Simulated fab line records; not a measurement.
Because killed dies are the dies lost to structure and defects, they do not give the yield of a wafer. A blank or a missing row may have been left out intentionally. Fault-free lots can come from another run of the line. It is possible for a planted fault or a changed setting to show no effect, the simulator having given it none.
Which tool is to blame?    flow n5 finfet    72 wafers from 24 lots sampled at 5 of the route's 1938 steps

== WHAT THE GAUGES READ, wafer by wafer ==
N5_BEOL_M8_INSPECT_30: inspects for defects (brightfield). Usual: raw defect count reads 424 (standard deviation 98).
lot   measured      on                 raw defect count  flag
L075  day 9 03:08   defect inspect-01  426 493 507       
L074  day 9 09:16   defect inspect-02  332 347 305       
L076  day 9 22:58   defect inspect-02  468 390 549       
L077  day 9 23:11   defect inspect-02  459 476 348       
L079  day 10 06:56  defect inspect-01  377 302 336       
L078  day 10 11:58  defect inspect-02  432 349 327       
L080  day 10 14:19  defect inspect-02  398 421 450       
L081  day 10 15:25  defect inspect-02  349 329 322       
L082  day 11 01:20  defect inspect-01  459 553 466       
L083  day 11 05:02  defect inspect-01  415 432 460       
L084  day 11 23:29  defect inspect-01  390 460 340       
L087  day 12 21:04  defect inspect-01  370 645 422       
L086  day 12 21:01  defect inspect-02  417 362 419       
L085  day 12 23:04  defect inspect-02  855 495 672       
L088  day 13 12:20  defect inspect-02  379 445 441       
L089  day 13 12:23  defect inspect-01  442 352 512       
L091  day 13 12:33  defect inspect-01  511 551 523       
L090  day 13 13:22  defect inspect-01  381 358 467       
L092  day 13 16:22  defect inspect-02  369 451 355       
L093  day 13 16:13  defect inspect-02  272 371 328       
L094  day 13 18:46  defect inspect-02  445 408 498       
L095  day 14 20:44  defect inspect-02  312 351 361       
L096  day 14 22:26  defect inspect-01  396 391 592       
L097  day 15 10:55  defect inspect-01  299 448 495       

N5_BEOL_M8_OCD_MEAS_38. Usual: trench depth nm reads 93.2 nm (standard deviation 2.6).
lot   measured      on      trench depth nm (nm)  flag
L075  day 9 03:37   ocd-01  95.1 91.3 90.5        
L074  day 9 09:49   ocd-01  95.8 91.5 90.3        
L076  day 9 23:25   ocd-02  91.9 97.6 98.5        
L077  day 9 23:57   ocd-02  90.5 94.8 89.6        
L079  day 10 07:23  ocd-02  99.1 93.3 92.7        
L078  day 10 12:26  ocd-01  90.6 93.5 90.7        
L080  day 10 14:50  ocd-01  90.4 90.1 90.2        
L081  day 10 15:52  ocd-02  90.8 89.1 94.8        
L082  day 11 01:48  ocd-01  91.4 96.7 97.1        
L083  day 11 05:47  ocd-02  91.3 91.5 95.3        
L084  day 12 00:17  ocd-01  94.3 90.0 89.7        
L087  day 12 21:59  ocd-01  88.4 90.8 94.7        
L086  day 12 21:38  ocd-02  95.5 95.4 95.6        
L085  day 12 23:32  ocd-02  97.2 96.2 91.6        
L088  day 13 12:48  ocd-01  91.1 91.2 90.1        
L089  day 13 12:52  ocd-02  97.1 91.3 93.3        
L091  day 13 13:01  ocd-02  95.0 93.7 94.8        
L090  day 13 13:50  ocd-01  92.7 94.9 92.6        
L092  day 13 16:50  ocd-02  93.8 98.9 97.2        
L093  day 13 16:50  ocd-02  95.0 93.3 94.6        
L094  day 13 19:14  ocd-02  94.0 97.7 91.5        
L095  day 14 21:12  ocd-01  95.5 94.5 95.1        
L096  day 14 22:54  ocd-01  93.7 96.3 93.9        
L097  day 15 11:43  ocd-02  95.9 93.1 91.7        

== WHAT TOOL EACH LOT RAN ON (gives the tool, then ch and the chambers of the sampled wafers, and finally the start) ==
lot   N5_BEOL_M8_ETCH_62                  N5_BEOL_M8_STRIP_67                 N5_BEOL_M8_DESCUM_33
L075  rie diel-03 ch 1,2,3, day 9 01:57   rie diel-03 ch 1,2,3, day 9 02:05   rie diel-05 ch 0,1,3, day 9 03:10
L074  rie diel-03 ch 2,3, day 9 08:29     rie diel-03 ch 2,3, day 9 08:38     rie diel-05 ch 1,2,3, day 9 09:23
L076  rie diel-04 ch 0,1,3, day 9 20:28   rie diel-04 ch 0,1,3, day 9 20:36   rie diel-03 ch 1,3, day 9 22:59
L077  rie diel-04 ch 0,1,2, day 9 21:26   rie diel-04 ch 0,1,2, day 9 21:35   rie diel-05 ch 0,1,2, day 9 23:32
L079  rie diel-04 ch 0,2,3, day 10 04:25  rie diel-04 ch 0,2,3, day 10 04:34  rie diel-03 ch 0,1,3, day 10 06:58
L078  rie diel-05 ch 2,3, day 10 10:58    rie diel-05 ch 2,3, day 10 11:07    rie diel-05 ch 1,3, day 10 12:01
L080  rie diel-04 ch 1,3, day 10 13:22    rie diel-04 ch 1,3, day 10 13:31    rie diel-05 ch 0,3, day 10 14:24
L081  rie diel-04 ch 1,2, day 10 14:20    rie diel-04 ch 1,2, day 10 14:29    rie diel-05 ch 1,2,3, day 10 15:26
L082  rie diel-03 ch 0,3, day 10 23:48    rie diel-03 ch 0,3, day 10 23:57    rie diel-03 ch 1,3, day 11 01:23
L083  rie diel-05 ch 0,1,3, day 11 03:26  rie diel-05 ch 0,1,3, day 11 03:35  rie diel-03 ch 0,1,2, day 11 05:21
L084  rie diel-03 ch 0,2, day 11 21:58    rie diel-03 ch 0,2, day 11 22:07    rie diel-05 ch 0,1,3, day 11 23:52
L087  rie diel-03 ch 0,1,3, day 12 14:45  rie diel-03 ch 0,1,3, day 12 14:53  rie diel-05 ch 0,1,2, day 12 21:34
L086  rie diel-05 ch 0,2,3, day 12 16:53  rie diel-05 ch 0,2,3, day 12 17:02  rie diel-04 ch 0,2, day 12 21:13
L085  rie diel-05 ch 1,2,3, day 12 22:14  rie diel-05 ch 1,2,3, day 12 22:23  rie diel-03 ch 0,2,3, day 12 23:06
L088  rie diel-04 ch 0,3, day 13 11:25    rie diel-04 ch 0,3, day 13 11:34    rie diel-05 ch 0,3, day 13 12:22
L089  rie diel-05 ch 2,3, day 13 11:35    rie diel-05 ch 2,3, day 13 11:44    rie diel-03 ch 0,1,2, day 13 12:26
L091  rie diel-03 ch 0,2, day 13 11:47    rie diel-03 ch 0,2, day 13 11:56    rie diel-04 ch 1,2, day 13 12:35
L090  rie diel-04 ch 0,1, day 13 12:25    rie diel-04 ch 0,1, day 13 12:34    rie diel-04 ch 0,1, day 13 13:23
L092  rie diel-03 ch 0,2,3, day 13 14:13  rie diel-03 ch 0,2,3, day 13 14:22  rie diel-03 ch 1,3, day 13 16:25
L093  rie diel-04 ch 0,1,2, day 13 14:26  rie diel-04 ch 0,1,2, day 13 14:35  rie diel-04 ch 0,1,2, day 13 16:24
L094  rie diel-05 ch 0,2,3, day 13 17:25  rie diel-05 ch 0,2,3, day 13 17:34  rie diel-03 ch 0,1,3, day 13 18:48
L095  rie diel-03 ch 0,1,2, day 14 19:47  rie diel-03 ch 0,1,2, day 14 19:53  rie diel-04 ch 0,1,2, day 14 20:46
L096  rie diel-05 ch 0,1,2, day 14 20:14  rie diel-05 ch 0,1,2, day 14 20:22  rie diel-04 ch 2,3, day 14 22:28
L097  rie diel-03 ch 0,2, day 15 10:01    rie diel-03 ch 0,2, day 15 10:10    rie diel-03 ch 0,1,2, day 15 11:17
- N5_BEOL_M8_ETCH_62: etches SOC in N2/H2, target depth 110 nm, overetch 22 nm, time 165 s.
- N5_BEOL_M8_STRIP_67: strips in CF4.
- N5_BEOL_M8_DESCUM_33: chemistry O2, time 7 s.

== WHAT THE TOOLS THEMSELVES READ (means of the sampled wafers that have a number; where no wafer has one, the mark that the record gives instead) ==
N5_BEOL_M8_ETCH_62. Usual: drypump motor current A 5.6 A, standard deviation 0.45; oes product au 0.68 a.u., standard deviation 0.064; rf vpp V 523.6 V, standard deviation 1.8; showerhead plenum p Torr 2.54 Torr, standard deviation 0.056; throttle valve pct 17.91 %, standard deviation 0.24.
lot   tool         drypump motor current A (A)  oes product au (a.u.)  rf vpp V (V)  showerhead plenum p Torr (Torr)  throttle valve pct (%)  flag
L075  rie diel-03  5.7                          0.68                   525.1         2.59                             17.94                   
L074  rie diel-03  5.4                          0.69                   525.8         2.60                             17.98                   
L076  rie diel-04  5.5                          0.67                   524.6         2.55                             17.90                   
L077  rie diel-04  5.2                          0.71                   522.7         2.51                             17.87                   
L079  rie diel-04  5.5                          0.67                   524.9         2.55                             17.84                   
L078  rie diel-05  5.7                          0.62                   522.9         2.53                             18.07                   
L080  rie diel-04  5.6                          0.66                   523.2         2.54                             18.16                   
L081  rie diel-04  5.4                          0.71                   522.6         2.50                             18.13                   
L082  rie diel-03  5.6                          0.74                   525.0         2.56                             17.82                   
L083  rie diel-05  5.7                          0.64                   523.7         2.52                             18.06                   
L084  rie diel-03  5.6                          0.79                   522.9         2.53                             17.55                   
L087  rie diel-03  5.9                          0.71                   524.5         2.55                             17.82                   
L086  rie diel-05  5.7                          0.60                   522.3         2.49                             18.05                   
L085  rie diel-05  5.5                          0.65                   525.1         2.56                             18.13                   
L088  rie diel-04  5.3                          0.71                   525.0         2.55                             17.57                   
L089  rie diel-05  5.5                          0.61                   522.7         2.54                             18.11                   
L091  rie diel-03  5.6                          0.76                   522.6         2.52                             17.58                   
L090  rie diel-04  5.0                          0.68                   523.4         2.51                             17.74                   
L092  rie diel-03  5.6                          0.74                   523.8         2.55                             17.73                   
L093  rie diel-04  5.2                          0.69                   522.6         2.50                             17.93                   
L094  rie diel-05  5.7                          0.60                   522.4         2.49                             18.05                   
L095  rie diel-03  5.8                          0.72                   523.1         2.54                             17.71                   
L096  rie diel-05  5.5                          0.62                   522.9         2.52                             18.09                   
L097  rie diel-03  5.6                          0.74                   523.4         2.51                             17.60                   

N5_BEOL_M8_STRIP_67. Usual: drypump motor current A 5.6 A, standard deviation 0.45; oes product au 0.81 a.u., standard deviation 0.077; rf vpp V 271.1 V, standard deviation 1.4; showerhead plenum p Torr 1.79 Torr, standard deviation 0.037; throttle valve pct 13.60 %, standard deviation 0.2.
lot   tool         drypump motor current A (A)  oes product au (a.u.)  rf vpp V (V)  showerhead plenum p Torr (Torr)  throttle valve pct (%)  flag
L075  rie diel-03  5.7                          0.80                   271.0         1.82                             13.65                   
L074  rie diel-03  5.4                          0.81                   271.7         1.83                             13.61                   
L076  rie diel-04  5.5                          0.79                   271.6         1.80                             13.60                   
L077  rie diel-04  5.2                          0.84                   270.1         1.76                             13.52                   
L079  rie diel-04  5.5                          0.80                   271.5         1.79                             13.55                   
L078  rie diel-05  5.6                          0.72                   271.1         1.79                             13.85                   
L080  rie diel-04  5.6                          0.78                   271.9         1.78                             13.70                   
L081  rie diel-04  5.3                          0.84                   269.8         1.74                             13.61                   
L082  rie diel-03  5.6                          0.88                   271.6         1.81                             13.44                   
L083  rie diel-05  5.7                          0.76                   271.1         1.77                             13.79                   
L084  rie diel-03  5.6                          0.93                   270.4         1.80                             13.44                   
L087  rie diel-03  5.9                          0.84                   270.3         1.79                             13.51                   
L086  rie diel-05  5.7                          0.71                   271.0         1.76                             13.79                   
L085  rie diel-05  5.5                          0.76                   271.3         1.80                             13.70                   
L088  rie diel-04  5.3                          0.84                   271.7         1.81                             13.39                   
L089  rie diel-05  5.5                          0.72                   271.9         1.78                             13.71                   
L091  rie diel-03  5.6                          0.90                   270.1         1.80                             13.46                   
L090  rie diel-04  5.0                          0.79                   270.2         1.78                             13.58                   
L092  rie diel-03  5.5                          0.88                   270.5         1.81                             13.49                   
L093  rie diel-04  5.2                          0.81                   271.2         1.76                             13.59                   
L094  rie diel-05  5.7                          0.70                   270.3         1.76                             13.81                   
L095  rie diel-03  5.8                          0.85                   272.2         1.80                             13.55                   
L096  rie diel-05  5.5                          0.75                   270.5         1.76                             13.68                   
L097  rie diel-03  5.6                          0.86                   271.8         1.80                             13.51                   

N5_BEOL_M8_DESCUM_33. Usual: drypump motor current A 5.6 A, standard deviation 0.41; oes product au 0.81 a.u., standard deviation 0.083; rf vpp V 242.9 V, standard deviation 0.99; showerhead plenum p Torr 2.09 Torr, standard deviation 0.055; throttle valve pct 20.58 %, standard deviation 0.21.
lot   tool         drypump motor current A (A)  oes product au (a.u.)  rf vpp V (V)  showerhead plenum p Torr (Torr)  throttle valve pct (%)  flag
L075  rie diel-05  5.7                          0.78                   242.0         2.08                             20.72                   
L074  rie diel-05  5.5                          0.78                   243.1         2.13                             20.78                   
L076  rie diel-03  5.8                          0.87                   243.8         2.13                             20.49                   
L077  rie diel-05  5.5                          0.79                   243.7         2.09                             20.65                   
L079  rie diel-03  5.9                          0.88                   243.2         2.11                             20.43                   
L078  rie diel-05  5.6                          0.76                   243.7         2.11                             20.84                   
L080  rie diel-05  5.9                          0.70                   242.7         2.06                             20.81                   
L081  rie diel-05  5.5                          0.78                   242.4         2.13                             20.79                   
L082  rie diel-03  5.8                          0.84                   243.2         2.13                             20.51                   
L083  rie diel-03  5.8                          0.91                   243.6         2.11                             20.39                   
L084  rie diel-05  5.7                          0.76                   242.4         2.07                             20.76                   
L087  rie diel-05  5.5                          0.76                   243.6         2.09                             20.70                   
L086  rie diel-04  5.3                          0.83                   242.7         2.08                             20.75                   
L085  rie diel-03  5.5                          0.90                   243.7         2.10                             20.35                   
L088  rie diel-05  5.9                          0.69                   242.0         2.02                             20.73                   
L089  rie diel-03  5.8                          0.86                   244.1         2.10                             20.42                   
L091  rie diel-04  5.4                          0.83                   241.7         2.04                             20.73                   
L090  rie diel-04  5.1                          0.80                   242.5         2.04                             20.49                   
L092  rie diel-03  5.8                          0.81                   243.7         2.12                             20.55                   
L093  rie diel-04  5.2                          0.81                   242.8         2.06                             20.63                   
L094  rie diel-03  5.9                          0.83                   243.3         2.09                             20.48                   
L095  rie diel-04  5.2                          0.80                   242.6         2.06                             20.65                   
L096  rie diel-04  5.8                          0.85                   244.1         2.09                             20.69                   
L097  rie diel-03  5.8                          0.84                   244.0         2.09                             20.45                   

== THE ANSWER, worked out from the rows above alone ==
Rule: lot off if the mean of its wafers having a number is beyond 3 standard deviations from the usual mean. Also off: a lot with no number at a reading for which 4 or more lots have one. Any other lot the step has rows for is counted as sound. First the gauges in route order, then the tools' own readings, where a lot's mean is used as printed above. The first step at which some lot is off is used, and at that step the reading that is off furthest; a lot without a number counts as furthest.
Across all readings shown, no lot is off: no conclusion can be drawn from this.

== WHAT THE SIMULATOR PUT IN ==
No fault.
